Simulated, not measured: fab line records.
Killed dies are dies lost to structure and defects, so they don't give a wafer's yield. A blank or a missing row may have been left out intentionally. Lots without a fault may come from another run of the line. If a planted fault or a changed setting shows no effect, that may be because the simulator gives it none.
Matching of chambers -- flow n5_finfet -- 4 sister chambers for N5_ZERO_LAYER_ETCH_18 on rie_si-05
The step etches Si in HBr/Cl2, target depth 120 nm, time 40 s. 4 wafers are shown with their chamber, then 7 later ones without.

== WAFERS WITH THEIR CHAMBER ==
wafer,chamber,throttle_valve_pct (%)
L413.4,1,35.96
L413.6,0,36.34
L414.1,3,36.12
L414.2,2,36.32

== WAFERS MISSING THEIR CHAMBER ==
wafer,throttle_valve_pct (%)
L414.3,35.98
L423.1,36.12
L423.2,36.32
L423.4,35.97
L424.1,36.31
L424.3,36.12
L424.4,35.98

== WHICH CHAMBER EACH WENT THROUGH ==
wafer,from the rows above,in truth
L414.3,1,1
L423.1,3,3
L423.2,can't be placed: 2 or 0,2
L423.4,1,1
L424.1,can't be placed: 2 or 0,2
L424.3,3,3
L424.4,1,1
Correct placement for 5 of the 7. Not placeable from these rows: 2 (in 2, the candidates include the true chamber). Placed wrongly: 0.
How it was worked out, from the rows above alone: a wafer's distance from a chamber is the root of the sum, over the readings, of the square of ((its reading less the chamber's mean) divided by the reading's scatter). If the next closest chamber is less than 2 further off than the closest, the wafer can't be placed; otherwise it belongs to the closest. Each chamber's mean is taken over the wafers shown for it. The scatter (one wafer shown for each chamber): square how far every hidden wafer sits from the nearest shown wafer, average those squares and take the square root.
